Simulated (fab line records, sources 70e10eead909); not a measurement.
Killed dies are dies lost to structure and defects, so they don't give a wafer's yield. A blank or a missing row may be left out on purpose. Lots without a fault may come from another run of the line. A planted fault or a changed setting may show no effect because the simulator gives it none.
fab line records | flow nand_harc
record lots=6 wafers=18 last_day=31
route steps=1302 shown A_WL_FILL@965 END@1302
lots that met no fault: from a run of the same line without faults
start_h: hours from the record's first day to the start of the lot's first wafer shown | wait_h: hours since the lot's step before | " the same as in the row above | L1.1+2: a row that stands for several wafers | - no value, or no start given | * or withheld: withheld | < > ~ a bound
route shown NAME@n: a module of which the file shows steps, and the number in the route of the first | usual: mean/standard deviation of fault-free wafers | same: alike in all rows | chamber/n: place in a boat | sites: the reading at each site | _std_site: their standard deviation | _edge_site: outer sites' mean less inner sites' | radius_mm: how far each site lies from the wafer's centre | mask NAME#n: copy n | behind: the tool/chamber that last shaped the wafer | hold: why the lot was held/for how many hours/how that ended | device: the transistor (n, p or np) that didn't switch | end of line: the same wafers' tests at the end of the route | a step without rows: its recipe alone | killed: dies lost to structure and defects at the first sort, not the wafer's yield | map: a wafer's dies, x killed, . not, _ none there
set.NAME: the setting as run; set.NAME@STEP: as run at that earlier step | model.NAME: the simulator's own value behind a step, which no gauge read
lots at some steps of the route; a table a step, a row a wafer
services: from which hour (start_h, from the record's first day; less than 0 if before it) a tool's chamber was out of use, for how many hours, and why
## steps
# step NHARC_A_WL_FILL_ALD_10
# recipe target_thk_a=500 pulse_time_s=10 ald_cycles=500 temp_c=300 material=SiO2
# usual heater_power_w=469/49 precursor_pulse_height_rel=1.002/0.019
# columns lot.wafer tool chamber start_h wait_h heater_power_w precursor_pulse_height_rel
L428.4 ald_hk-03 1 546.61 1.1 421 0.993
L428.3 " 2 " " 431 1.005
L428.6 " 3 " " 550 0.989
L434.1 ald_hk-03 1 598.98 0.1 392 1.001
L434.6 " 1 601.06 2.1 392 1.037
L434.5 " 2 " " 443 1.000
L435.1 ald_hk-04 2 624.55 1.1 474 1.000
L435.2 " 3 " " 503 1.014
L435.5 " 0 " " 406 0.998
L437.2 ald_hk-03 1 647.45 0.1 389 1.000
L437.3 " 3 648.49 1.1 557 0.994
L437.1 " 0 " " 452 0.987
L438.2 ald_hk-04 1 647.97 0.6 555 1.025
L438.5 " 0 649.50 2.1 406 0.980
L438.6 " 1 " " 558 0.980
L439.1 ald_hk-03 2 656.48 0.4 449 0.979
L439.3 " 0 657.50 1.4 440 1.011
L439.5 " 2 658.52 2.4 447 1.014
# step NHARC_A_WL_FILL_ETCHBACK_16
# recipe target_depth_a=1200 time_s=24 c4f8_flow_sccm=withheld o2_flow_sccm=8 ar_flow_sccm=withheld rf_w=600 bias_w=800 chemistry=C4F8/O2/Ar
# usual oes_product_au=0.989/0.026 rf_vpp_V=722/3.2
# columns lot.wafer tool chamber start_h wait_h oes_product_au rf_hours_counter_h rf_vpp_V
L428.3 rie_diel-02 1 - - 0.933 7.5 719
L428.4 " 2 " " 0.924 8.7 721
L428.6 " 0 " " 0.932 - 724
L434.1 rie_diel-02 3 - - 1.010 0.7 729
L434.6 " 1 " " 0.991 - 720
L434.5 " 0 " " 1.004 - 724
L435.1 rie_diel-01 0 - - 0.990 1.4 721
L435.2 " 2 " " 0.987 1.3 722
L435.5 " 3 " " 0.984 - 730
L438.2 rie_diel-10 1 - - 0.998 1.7 722
L438.6 " 2 " " 0.989 - 721
L438.5 " 3 " " 1.003 - 718
L437.2 rie_diel-01 3 - - 0.985 1.7 728
L437.1 " 0 " " 0.987 1.7 723
L437.3 " 1 " " 0.995 1.7 720
L439.3 rie_diel-01 1 - - 1.000 1.9 719
L439.1 " 3 " " 1.004 1.9 727
L439.5 " 1 " " 0.985 - 720
# step NHARC_A_WL_FILL_STRIP_29
# recipe time_s=20 o2_flow_sccm=500 ar_flow_sccm=0 bias_w=0 chemistry=O2
# usual drypump_motor_current_A=5.8/0.4 oes_product_au=1.000/0.0079 rf_vpp_V=57.6/0.85 showerhead_plenum_p_Torr=3.50/0.11 throttle_valve_pct=17.037/0.0097
# columns lot.wafer tool chamber start_h wait_h drypump_motor_current_A oes_product_au rf_hours_counter_h rf_vpp_V showerhead_plenum_p_Torr throttle_valve_pct
L428.3 rie_diel-02 0 550.33 0.1 6.0 0.992 8.3 58.0 3.55 17.027
L428.4 " 1 " " 6.5 0.991 7.5 58.8 3.41 17.043
L428.6 " 2 " " 5.1 0.998 - 56.4 3.46 17.036
L434.1 rie_diel-02 3 603.77 0.1 5.7 1.002 0.8 58.1 3.71 17.033
L434.6 " 3 " " 5.7 1.002 - 58.5 3.71 17.035
L434.5 " 0 " " 6.0 1.011 - 58.5 3.55 17.064
L435.1 rie_diel-01 2 628.30 0.1 5.8 0.999 1.4 56.1 3.53 17.043
L435.2 " 3 " " 6.6 0.997 1.4 57.9 3.72 17.020
L435.5 " 1 " " 6.2 1.005 - 57.1 3.43 17.039
L438.2 rie_diel-10 0 652.18 0.1 6.0 0.975 1.5 58.3 3.39 17.031
L438.5 " 1 " " 5.6 1.001 - 57.9 3.49 17.040
L438.6 " 2 " " 5.7 0.997 - 57.2 3.52 17.031
L437.3 rie_diel-01 0 652.21 0.1 5.2 0.996 1.7 58.2 3.48 17.040
L437.1 " 1 " " 6.2 0.989 1.7 57.1 3.43 17.036
L437.2 " 3 " " 6.5 0.995 1.8 58.8 3.72 17.037
L439.1 rie_diel-01 2 661.20 0.1 5.8 0.995 2.0 56.4 3.53 17.024
L439.3 " 0 " " 5.2 1.006 2.0 58.7 3.48 17.030
L439.5 " 2 " " 5.8 0.991 - 57.1 3.53 17.052
# step NHARC_A_WL_FILL_ETCHBACK_17
# recipe target_depth_a=40 time_s=26.7 chemistry=Cl2/BCl3
# usual drypump_motor_current_A=5.9/0.72 oes_product_au=1.001/0.0074
# columns lot.wafer tool chamber start_h wait_h drypump_motor_current_A oes_product_au rf_hours_counter_h
L428.4 rie_metal-02 1 550.45 - 6.6 1.003 -
L428.3 " 0 " " 6.6 0.989 -
L428.6 " 1 " " 6.7 1.016 -
L434.1 rie_metal-01 1 603.86 - 6.4 1.008 1.1
L434.6 " 1 " " 6.4 1.011 -
L434.5 " 0 " " 4.9 0.995 -
L435.2 rie_metal-01 1 628.37 - 6.4 1.009 1.4
L435.1 " 0 " " 5.0 0.994 0.5
L435.5 " 0 " " 5.0 1.001 -
L438.2 rie_metal-01 0 652.28 - 5.0 1.001 0.8
L438.6 " 1 " " 6.4 0.998 -
L438.5 " 0 " " 5.0 1.006 -
L437.1 rie_metal-03 1 652.30 - 5.0 1.002 2.2
L437.2 " 0 " " 6.1 1.001 2.2
L437.3 " 1 " " 5.0 0.994 -
L439.1 rie_metal-03 1 661.28 - 5.0 0.997 2.2
L439.3 " 1 " " 5.0 0.998 -
L439.5 " 1 " " 5.0 1.001 -
# step NHARC_A_WL_FILL_PRECLEAN_18
# recipe time_s=30 chemistry=dHF
# step NHARC_A_WL_FILL_SRD_21
# step NHARC_A_WL_FILL_CVD_23
# recipe target_thk_a=400 temp_c=620 pressure_mtorr=200 time_s=800 material=poly-Si
# step NHARC_A_WL_FILL_ETCHBACK_26
# recipe target_depth_a=520 time_s=13.3 hbr_flow_sccm=150 rf_w=350 icp_w=350 bias_w=60 chemistry=HBr
# usual drypump_motor_current_A=5.7/0.43 oes_product_au=1.000/0.0073 throttle_valve_pct=23.265/0.0083
# columns lot.wafer tool chamber start_h wait_h drypump_motor_current_A oes_product_au rf_hours_counter_h throttle_valve_pct
L428.3 rie_si-02 3 555.66 0.4 5.4 1.003 0.63 23.260
L428.4 " 0 " " 5.5 1.007 0.65 23.280
L428.6 " 2 " " 5.4 1.015 - 23.256
L434.1 rie_si-05 0 609.09 0.4 5.7 1.006 0.65 23.276
L434.5 " 1 " " 5.1 1.001 - 23.264
L434.6 " 2 " " 5.5 0.998 - 23.277
L435.1 rie_si-03 2 633.48 0.4 5.7 0.990 0.25 23.275
L435.2 " 3 " " 5.3 0.998 0.25 23.280
L435.5 " 2 " " 5.7 1.007 - 23.271
L437.3 rie_si-05 3 657.52 0.4 5.4 1.003 1.10 23.268
L437.2 " 1 " " 5.1 1.004 1.11 23.271
L437.1 " 2 " " 5.5 1.013 1.17 23.263
L438.2 rie_si-03 3 657.56 0.4 5.3 0.999 0.45 23.258
L438.6 " 0 " " 6.6 0.991 - 23.270
L438.5 " 1 " " 6.2 1.016 - 23.250
L439.3 rie_si-03 0 666.55 0.4 6.6 0.984 0.57 23.264
L439.1 " 1 " " 6.2 0.999 0.53 23.262
L439.5 " 0 " " 6.6 0.986 - 23.261
# step NHARC_A_WL_FILL_PRECLEAN_30
# recipe time_s=10 chemistry=dHF
# step NHARC_A_WL_FILL_SRD_14
# step NHARC_A_WL_FILL_ALD_19
# recipe target_thk_a=20 pulse_time_s=3 ald_cycles=100 temp_c=450 material=TiN
# step NHARC_A_WL_FILL_CVD_20
# recipe target_thk_a=1000 temp_c=400 pressure_torr=40 wf6_flow_sccm=40 h2_flow_sccm=1600 ar_flow_sccm=1560 time_s=74 material=W
# step NHARC_A_WL_FILL_CMP_12
# recipe t_overpolish_s=30 target_thk_nm=100
# usual motor_current_A=11.3/0.93 overpolish_run_s=29.999/0.0094 retaining_ring_pressure_frac=1.000/0.0048 time_to_endpoint_s=20.3/2.1
# columns lot.wafer tool chamber start_h wait_h motor_current_A overpolish_run_s retaining_ring_pressure_frac time_to_endpoint_s
L428.3 cmp-04 1 556.39 0.1 11.0 29.978 1.003 20.5
L428.4 " 0 " " 10.9 30.009 0.995 20.2
L428.6 " 1 " " 10.8 29.991 1.007 20.6
L434.1 cmp-04 1 609.85 0.2 11.2 30.012 1.006 21.5
L434.5 " 1 " " 11.0 30.003 1.003 21.4
L434.6 " 2 " " 10.4 30.006 0.993 20.3
L435.1 cmp-04 2 634.15 0.2 10.4 30.011 0.992 22.0
L435.2 " 3 " " 12.7 29.994 1.007 11.7
L435.5 " 2 " " 10.4 29.989 0.999 20.4
L437.2 cmp-04 0 658.20 0.2 10.8 30.004 0.994 8.8
L437.3 " 1 " " 11.0 29.991 1.000 19.5
L437.1 " 2 " " 10.5 30.021 0.998 18.0
L438.2 cmp-01 0 658.22 0.2 11.8 30.018 0.997 21.1
L438.5 " 2 " " 11.3 30.002 1.006 22.2
L438.6 " 3 " " 10.7 29.999 0.999 18.8
L439.1 cmp-01 2 667.21 0.2 11.8 30.012 1.008 23.5
L439.3 " 3 " " 10.7 30.017 1.004 20.1
L439.5 " 2 " " 11.8 30.012 1.005 21.9
# step NHARC_END_SORT_01
# recipe temp_c=25
# usual killed_at_array=52/16 killed_at_other=0.8/1.1 killed_at_periphery=4.2/2.5 killed_dies=57/16 killed_open=3.4/2 killed_short=2.6/1.6
# same gross_dies=677
# columns lot.wafer tool chamber start_h wait_h killed_at_array killed_at_other killed_at_periphery killed_dies killed_open killed_short
L435.1 prober-01 0 708.21 2.5 53 0 1 54 4 2
L435.2 prober-01 0 709.02 2.8 45 0 1 46 3 2
L435.5 prober-01 0 711.44 3.7 50 0 1 51 1 7
L437.1 prober-01 0 742.92 2.5 38 1 7 46 2 2
L437.2 prober-01 0 743.73 2.8 51 4 3 58 4 4
L437.3 prober-01 0 744.53 3.1 32 3 4 39 2 3
L439.1 prober-02 0 751.96 2.5 67 1 11 79 8 5
L439.3 prober-02 0 753.55 3.1 55 0 3 58 3 1
L439.5 prober-02 0 755.14 3.7 62 0 12 74 8 1
# killed by level:class
L435.1 A_CHANNEL_HOLE_D1:chamber_film_flake=33 A_STAIRCASE:chamber_film_flake=7 A_CONTACT:chamber_film_flake=3 A_ONON_D1:geometric_particle:open=2 A_SLIT:chamber_film_flake=2 A_ONON_D1:geometric_particle:short=1 A_ONON_D2:geometric_particle:open=1 A_CHANNEL_FILL_D2:geometric_particle:open=1
L435.2 A_CHANNEL_HOLE_D1:chamber_film_flake=19 A_CONTACT:chamber_film_flake=8 A_STAIRCASE:chamber_film_flake=7 A_SLIT:chamber_film_flake=5 A_CHANNEL_FILL_D1:geometric_particle:short=2 A_SOURCE_PLATE:geometric_particle:open=1 A_ONON_D2:geometric_particle:open=1 A_SGD_CUT:geometric_particle:open=1
L435.5 A_CHANNEL_HOLE_D1:chamber_film_flake=29 A_STAIRCASE:chamber_film_flake=6 A_CONTACT:chamber_film_flake=5 A_SLIT:chamber_film_flake=2 P_CONTACT:geometric_particle:short=1 A_ONON_D1:geometric_particle:short=1 A_CHANNEL_FILL_D1:geometric_particle:short=1 A_DECK1_JOINT:geometric_particle:short=1
L437.1 A_CHANNEL_HOLE_D2:chamber_film_flake=15 A_CHANNEL_HOLE_D1:chamber_film_flake=7 A_SLIT:chamber_film_flake=4 A_CONTACT:chamber_film_flake=3 P_STI:chamber_film_flake=2 P_GATE:chamber_film_flake=2 P_M2:chamber_film_flake=2 A_CHANNEL_FILL_D1:chamber_film_flake=2
L437.2 A_CHANNEL_HOLE_D2:chamber_film_flake=21 A_CHANNEL_HOLE_D1:chamber_film_flake=8 A_SLIT:chamber_film_flake=7 THIN_TSV:chamber_film_flake=4 A_SGD_CUT:chamber_film_flake=3 A_CONTACT:chamber_film_flake=3 P_M0:geometric_particle:open=2 A_WL_FILL:geometric_particle:short=2
L437.3 A_CHANNEL_HOLE_D2:chamber_film_flake=11 A_CHANNEL_HOLE_D1:chamber_film_flake=7 A_SGD_CUT:chamber_film_flake=4 A_SLIT:chamber_film_flake=3 A_CHANNEL_FILL_D1:chamber_film_flake=2 THIN_TSV:chamber_film_flake=2 P_CONTACT:geometric_particle:open=1 A_ONON_D1:geometric_particle:short=1
L439.1 A_CHANNEL_HOLE_D1:chamber_film_flake=23 A_CHANNEL_HOLE_D2:chamber_film_flake=21 A_SLIT:chamber_film_flake=6 A_CONTACT:chamber_film_flake=6 P_M1:chamber_film_flake=5 A_WL_FILL:geometric_particle:short=4 P_M0:geometric_particle:open=2 A_SOURCE_PLATE:geometric_particle:open=2
L439.3 A_CHANNEL_HOLE_D1:chamber_film_flake=22 A_CHANNEL_HOLE_D2:chamber_film_flake=16 A_SLIT:chamber_film_flake=9 A_CONTACT:chamber_film_flake=3 P_M1:chamber_film_flake=2 A_ONON_D1:geometric_particle:open=1 A_CHANNEL_HOLE_D2:geometric_particle:open=1 A_CHANNEL_FILL_D2:geometric_particle:short=1
L439.5 A_CHANNEL_HOLE_D1:chamber_film_flake=22 A_CHANNEL_HOLE_D2:chamber_film_flake=21 P_M1:chamber_film_flake=6 A_CONTACT:chamber_film_flake=5 A_ZERO_WELL:chamber_film_flake=3 A_SLIT:chamber_film_flake=3 P_M0:geometric_particle:open=2 A_M0:geometric_particle:open=2
## services
# columns tool chamber start_h hours kind
rie_diel-01 1 545.58 6.4 repair
rie_si-05 - 548.15 0.4 repair
rie_diel-01 - 557.84 9.0 pm
rie_diel-02 3 559.94 10.0 repair
rie_si-05 0 561.71 10.0 repair
rie_metal-01 - 565.30 1.6 repair
ald_hk-03 - 569.45 10.0 pm
rie_diel-02 - 570.84 9.0 pm
ald_hk-04 - 571.77 1.0 repair
rie_metal-01 0 572.93 18.0 repair
rie_metal-01 - 575.00 9.0 pm
rie_si-03 - 575.00 9.0 pm
cmp-01 - 577.50 4.0 pm
rie_diel-01 3 578.60 5.5 repair
rie_si-05 - 596.27 0.1 repair
rie_diel-10 - 596.69 9.0 pm
cmp-04 - 601.11 4.0 pm
ald_hk-04 - 610.07 10.0 pm
rie_diel-02 0 614.67 1.5 repair
cmp-04 - 619.26 0.5 repair
rie_diel-02 - 627.87 0.6 repair
rie_si-05 3 629.25 3.2 repair
cmp-04 - 633.08 0.3 repair
cmp-04 - 661.96 3.1 repair
## key
first_sign step=NHARC_A_WL_FILL_CMP_12 reading=time_to_endpoint_s direction=down sigmas=4.8 usual=* struck=*
effect none on later readings
met_at NHARC_A_WL_FILL_CMP_12
struck_wafers L435.2,L437.2
tester_left_out L435,L437
onset_between 609.85 634.15
fault kind=process_parameter_drift tool=cmp-04 chamber=- onset_h=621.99 steps=NHARC_A_WL_FILL_CMP_12 channel=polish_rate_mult offset=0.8 shape=step end_h=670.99 scope=struck_wafers_only
# tester_left_out: of these lots the tester's yield and bins aren't shown, on N5 and GAA mostly nor the transistor test; their killed dies are dies lost to structure and defects alone, not to doping, threshold or leakage, so they don't give the yield
